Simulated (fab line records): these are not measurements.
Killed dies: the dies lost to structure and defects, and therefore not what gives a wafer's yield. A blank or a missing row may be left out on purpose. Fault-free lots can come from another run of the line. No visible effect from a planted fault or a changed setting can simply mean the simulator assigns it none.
2 desks, one fault | flow nand-harc | each desk has only its own numbers; what lay behind them comes last

== THE DEFECT DESK ==
Lot by lot, what the route's inspections counted, given as the mean of those sampled wafers with a number. If a lot's mean is further than 4 standard deviations from the usual mean, the lot is out of limits and carries the mark OUT (the distance appears in the brackets).
Columns: A = raw-defect-count at NHARC_P_M2_INSPECT_27, usual 302
lot  | first seen here | A
L578 | day 6 08:23     | 411
L577 | day 6 09:13     | 313
L580 | day 6 16:13     | 266
L579 | day 7 01:43     | 331
L582 | day 7 12:59     | 256
L584 | day 8 03:20     | 194
L586 | day 8 12:07     | 228
L588 | day 8 20:55     | 339
L596 | day 11 07:14    | 355
L597 | day 11 08:50    | 395
L598 | day 11 12:50    | 214
L599 | day 11 20:44    | 278
L600 | day 12 04:31    | 335
This desk's finding: nothing out of limits on any of the 13 lots.

== THE TOOL OWNER'S DESK: pecvd-03 ==
The tool's own readings at NHARC_P_M2_DEP_33 (deposits SiCN, target thk 30 nm): means of the sampled wafers that have a number, for each lot that ran on this tool. If a lot's mean is further than 4 standard deviations from the usual mean, the lot is out of limits and carries the mark OUT (the distance appears in the brackets).
Columns: A = chamber-pressure-Torr at NHARC_P_M2_DEP_33, usual 3.000 Torr; B = heater-power-outer-w at NHARC_P_M2_DEP_33, usual 333 W; C = heater-power-w at NHARC_P_M2_DEP_33, usual 586 W
lot  | first seen here | A     | B   | C
L582 | day 7 13:08     | 3.001 | 311 | 541
L584 | day 8 03:56     | 3.004 | 279 | 489
L588 | day 8 21:09     | 3.002 | 322 | 549
This desk's finding: nothing out of limits on any of the 3 lots.

== PUT TOGETHER ==
Nothing out of limits was seen by the defect desk.
Nothing out of limits was seen by the tool owner's desk.

== WHAT THE SIMULATOR HAD INSERTED ==
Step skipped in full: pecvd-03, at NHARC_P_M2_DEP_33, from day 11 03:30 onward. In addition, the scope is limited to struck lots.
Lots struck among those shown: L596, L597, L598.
